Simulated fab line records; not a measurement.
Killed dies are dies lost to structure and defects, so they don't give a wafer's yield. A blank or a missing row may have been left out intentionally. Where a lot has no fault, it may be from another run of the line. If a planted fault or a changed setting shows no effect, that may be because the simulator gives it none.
Which of the tools did it? | flow nand_harc | 9 lots, 27 wafers sampled, at 7 steps of a route of 1302

WHAT THE GAUGES READ, wafer by wafer
NHARC_A_CHANNEL_HOLE_D2_CD_MEAS_31.
lot  | measured     | on        | cd_nm (nm)
L692 | day 13 11:58 | cd_sem-02 | 90.7 92.5 89.9
L695 | day 15 03:17 | cd_sem-03 | 92.5 89.2 91.4
L699 | day 16 15:52 | cd_sem-03 | -0.4 1.4 1.5
L702 | day 17 05:51 | cd_sem-01 | 0.9 2.0 1.9
L701 | day 17 10:01 | cd_sem-01 | 1.5 0.8 1.9
L710 | day 21 02:14 | cd_sem-01 | 90.5 90.4 90.2
L711 | day 21 02:50 | cd_sem-01 | 88.8 88.3 92.0
L714 | day 22 12:44 | cd_sem-01 | 91.5 92.3 91.8
L715 | day 22 20:33 | cd_sem-03 | 90.7 92.2 91.4

NHARC_END_SORT_01.
lot  | measured     | on        | killed_at_array | killed_at_other | killed_at_periphery | killed_dies | killed_open | killed_short
L699 | day 27 22:25 | prober-01 | 664 669 672     | 1 1 1           | 12 7 4              | 677 677 677 | 8 7 4       | 5 1 3
L702 | day 28 06:58 | prober-02 | 673 669 670     | 1 1 4           | 3 7 3               | 677 677 677 | 4 1 2       | 0 0 3
L701 | day 28 06:10 | prober-01 | 675 673 673     | 1 2 3           | 1 2 1               | 677 677 677 | 8 1 7       | 0 4 1
L714 | day 34 00:17 | prober-02 | 33 36 68        | 0 0 1           | 3 2 1               | 36 38 70    | 1 3 4       | 1 3 4
L715 | day 33 05:26 | prober-01 | 56 55 42        | 2 1 0           | 11 4 7              | 69 60 49    | 5 4 4       | 2 0 1

TOOL THAT RAN EACH LOT (tool first, then ch and the chambers of the sampled wafers, then the start)
lot  | NHARC_A_CHANNEL_HOLE_D2_ETCH_39               | NHARC_A_CHANNEL_HOLE_D2_ETCH_23  | NHARC_A_CHANNEL_HOLE_D2_ETCH_24  | NHARC_A_CHANNEL_HOLE_D2_ETCH_27  | NHARC_A_CHANNEL_HOLE_D2_XSEM_32
L692 | rie_diel-04 ch 0,2,3, day 13 07:53 or earlier | har_etch-01 ch 0,1, day 13 07:53 | har_etch-01 ch 0,1, day 13 08:35 | har_etch-01 ch 0,1, day 13 10:25 | xsem-01 ch 0, day 13 12:03
L695 | rie_diel-04 ch 0,2, day 14 23:11 or earlier   | har_etch-01 ch 0,1, day 14 23:11 | har_etch-01 ch 0,1, day 14 23:53 | har_etch-01 ch 0,1, day 15 01:44 | xsem-02 ch 0, day 15 03:23
L699 | rie_diel-04 ch 0,3, day 16 11:52 or earlier   | har_etch-01 ch 0,1, day 16 11:52 | har_etch-01 ch 0,1, day 16 12:35 | har_etch-01 ch 0,1, day 16 14:21 | xsem-02 ch 0, day 16 15:58
L702 | rie_diel-04 ch 0,2,3, day 17 01:59 or earlier | har_etch-01 ch 0,1, day 17 01:59 | har_etch-01 ch 0,1, day 17 02:42 | har_etch-01 ch 0,1, day 17 04:22 | xsem-01 ch 0, day 17 05:56
L701 | rie_diel-02 ch 1,3, day 17 06:03 or earlier   | har_etch-01 ch 0,1, day 17 06:03 | har_etch-01 ch 0,1, day 17 06:45 | har_etch-01 ch 0,1, day 17 08:30 | xsem-02 ch 0, day 17 10:07
L710 | rie_diel-04 ch 0,1,3, day 20 22:22 or earlier | har_etch-02 ch 0,1, day 20 22:22 | har_etch-02 ch 0,1, day 20 23:05 | har_etch-02 ch 0,1, day 21 00:46 | xsem-01 ch 0, day 21 02:20
L711 | rie_diel-02 ch 1,2, day 20 22:52 or earlier   | har_etch-01 ch 0,1, day 20 22:52 | har_etch-01 ch 0,1, day 20 23:34 | har_etch-01 ch 0,1, day 21 01:19 | xsem-02 ch 0, day 21 02:55
L714 | rie_diel-04 ch 0,2, day 22 08:46 or earlier   | har_etch-01 ch 1, day 22 08:46   | har_etch-01 ch 1, day 22 09:29   | har_etch-01 ch 1, day 22 11:14   | xsem-01 ch 0, day 22 12:50
L715 | rie_diel-01 ch 0,1,2, day 22 16:28 or earlier | har_etch-01 ch 0,1, day 22 16:28 | har_etch-01 ch 0,1, day 22 17:10 | har_etch-01 ch 0,1, day 22 19:01 | xsem-02 ch 0, day 22 20:38
- NHARC_A_CHANNEL_HOLE_D2_ETCH_39: etches the open film in N2/H2, target depth 260 nm, time 325 s.
- NHARC_A_CHANNEL_HOLE_D2_ETCH_23: etches the open film in C4F8/O2/Ar, time 819 s, target depth 1600 nm.
- NHARC_A_CHANNEL_HOLE_D2_ETCH_24: etches the open film in C4F8/O2/Ar, time 906.2 s, target depth 1500 nm.
- NHARC_A_CHANNEL_HOLE_D2_ETCH_27: etches the open film in C4F8/O2/Ar, time 90 s, target depth 400 nm.
- NHARC_A_CHANNEL_HOLE_D2_XSEM_32

WHAT THE TOOLS THEMSELVES READ (means of the sampled wafers that have a number; where no wafer has one, the mark that the record gives instead)
NHARC_A_CHANNEL_HOLE_D2_ETCH_39.
lot  | tool        | bias_w (W) | chamber_pressure_mTorr (mTorr) | drypump_motor_current_A (A) | oes_product_au (a.u.) | rf_vpp_V (V) | showerhead_plenum_p_Torr (Torr) | throttle_valve_pct (%)
L692 | rie_diel-04 | 149.7      | 30.011                         | 5.9                         | 1.007                 | 432.6        | 2.16                            | 14.176
L695 | rie_diel-04 | 149.8      | 29.990                         | 5.9                         | 1.008                 | 434.1        | 2.17                            | 14.174
L699 | rie_diel-04 | 150.5      | 30.007                         | 6.3                         | 1.006                 | 433.8        | 2.14                            | 14.168
L702 | rie_diel-04 | 149.7      | 29.990                         | 5.9                         | 1.012                 | 432.8        | 2.16                            | 14.163
L701 | rie_diel-02 | 149.8      | 29.972                         | 5.6                         | 0.998                 | 432.3        | 2.08                            | 14.177
L710 | rie_diel-04 | 149.8      | 29.998                         | 6.0                         | 1.003                 | 433.4        | 2.15                            | 14.171
L711 | rie_diel-02 | 150.1      | 30.011                         | 6.0                         | 1.004                 | 426.7        | 1.94                            | 14.168
L714 | rie_diel-04 | 149.7      | 30.004                         | 5.9                         | 1.005                 | 434.6        | 2.16                            | 14.176
L715 | rie_diel-01 | 149.7      | 30.001                         | 5.8                         | 1.007                 | 429.5        | 2.02                            | 14.181

NHARC_A_CHANNEL_HOLE_D2_ETCH_23.
lot  | tool        | c4f8_flow_sccm (sccm) | chamber_pressure_mTorr (mTorr) | drypump_motor_current_A (A) | showerhead_plenum_p_Torr (Torr) | throttle_valve_pct (%)
L692 | har_etch-01 | 89.30                 | 20.001                         | 5.90                        | 3.61                            | 32.159
L695 | har_etch-01 | 89.38                 | 19.988                         | 5.88                        | 3.65                            | 32.161
L699 | har_etch-01 | -                     | -                              | -                           | -                               | -
L702 | har_etch-01 | -                     | -                              | -                           | -                               | -
L701 | har_etch-01 | -                     | -                              | -                           | -                               | -
L710 | har_etch-02 | 89.38                 | 20.007                         | 5.62                        | 3.91                            | 32.158
L711 | har_etch-01 | 89.35                 | 19.979                         | 5.88                        | 3.60                            | 32.151
L714 | har_etch-01 | 89.38                 | 20.006                         | 5.85                        | 3.63                            | 32.157
L715 | har_etch-01 | 89.24                 | 19.992                         | 5.88                        | 3.59                            | 32.155

NHARC_A_CHANNEL_HOLE_D2_ETCH_24.
lot  | tool        | c4f8_flow_sccm (sccm) | chamber_pressure_mTorr (mTorr) | drypump_motor_current_A (A) | showerhead_plenum_p_Torr (Torr) | throttle_valve_pct (%)
L692 | har_etch-01 | 93.56                 | 20.003                         | 5.91                        | 3.61                            | 32.240
L695 | har_etch-01 | 93.99                 | 20.006                         | 5.88                        | 3.65                            | 32.245
L699 | har_etch-01 | 93.86                 | 20.019                         | 5.93                        | 3.59                            | 32.238
L702 | har_etch-01 | 93.53                 | 20.003                         | 5.87                        | 3.63                            | 32.241
L701 | har_etch-01 | 93.91                 | 19.991                         | 5.88                        | 3.63                            | 32.234
L710 | har_etch-02 | 93.75                 | 19.992                         | 5.65                        | 3.90                            | 32.243
L711 | har_etch-01 | 93.66                 | 19.998                         | 5.89                        | 3.60                            | 32.238
L714 | har_etch-01 | 93.77                 | 19.995                         | 5.85                        | 3.63                            | 32.230
L715 | har_etch-01 | 93.68                 | 20.031                         | 5.87                        | 3.59                            | 32.233

NHARC_A_CHANNEL_HOLE_D2_ETCH_27.
lot  | tool        | bias_v (V) | c4f8_flow_sccm (sccm) | drypump_motor_current_A (A) | showerhead_plenum_p_Torr (Torr) | throttle_valve_pct (%)
L692 | har_etch-01 | 400        | 41.79                 | 5.92                        | 3.65                            | 27.619
L695 | har_etch-01 | 397        | 41.58                 | 5.87                        | 3.69                            | 27.629
L699 | har_etch-01 | 397        | 41.66                 | 5.93                        | 3.63                            | 27.619
L702 | har_etch-01 | 402        | 41.61                 | 5.89                        | 3.67                            | 27.619
L701 | har_etch-01 | 401        | 41.65                 | 5.88                        | 3.67                            | 27.615
L710 | har_etch-02 | 405        | 41.78                 | 5.65                        | 3.95                            | 27.623
L711 | har_etch-01 | 394        | 41.65                 | 5.89                        | 3.64                            | 27.620
L714 | har_etch-01 | 401        | 41.69                 | 5.84                        | 3.67                            | 27.617
L715 | har_etch-01 | 397        | 41.64                 | 5.87                        | 3.63                            | 27.622

NHARC_A_CHANNEL_HOLE_D2_XSEM_32.
lot  | tool    | bot_cd_nm (nm) | bow_nm (nm) | tilt_deg (degrees)
L692 | xsem-01 | 74.7           | 8.85        | 0.16
L695 | xsem-02 | 76.2           | 8.40        | 0.06
L699 | xsem-02 | 1.2            | 0.64        | 0.00
L702 | xsem-01 | 2.5            | 0.39        | 0.09
L701 | xsem-02 | 1.1            | 0.33        | 0.06
L710 | xsem-01 | 75.3           | 8.47        | 0.09
L711 | xsem-02 | 73.8           | 8.68        | 0.02
L714 | xsem-01 | 75.9           | 8.70        | 0.04
L715 | xsem-02 | 75.3           | 8.66        | 0.03

THE ANSWER, worked out from the rows above alone
Rule: what is usual is taken from the lots themselves. Put in order of their means at a reading, lots are off if they are a third of the lots or fewer, leave a main group of 4 or more, and stand apart from it by a gap of 3 or more times the standard deviation of the main group's means; of several such gaps the widest counts. If all means in a main group match to the digits the tables above print for the reading, that group is not used. A lot without any number at a reading at which 4 lots or more have one is off too. The other lots that the step has rows for count as sound. First the gauges in route order, then the tools' own readings, where a lot's mean is used as printed above. At the first step where some lot is off, the reading lying furthest off is the one used; lots without a number count as furthest.
Off, at NHARC_A_CHANNEL_HOLE_D2_CD_MEAS_31 on cd_nm: L699, L702, L701. For the main group the mean is 90.9 nm and the standard deviation 0.7.
If a tool, at a process step before that reading, ran all the lots that are off and no sound lot after the first of them, it fits. Not tried: the gauges at NHARC_A_CHANNEL_HOLE_D2_CD_MEAS_31; whatever is off there is also off at NHARC_A_CHANNEL_HOLE_D2_ETCH_23, on other tools, and gauge error can't account for it. NHARC_A_CHANNEL_HOLE_D2_ETCH_39: start missing for some lots; hours and lot order therefore follow NHARC_A_CHANNEL_HOLE_D2_ETCH_23. Not one of the candidates tried fits.

WHAT THE SIMULATOR HAD INSERTED
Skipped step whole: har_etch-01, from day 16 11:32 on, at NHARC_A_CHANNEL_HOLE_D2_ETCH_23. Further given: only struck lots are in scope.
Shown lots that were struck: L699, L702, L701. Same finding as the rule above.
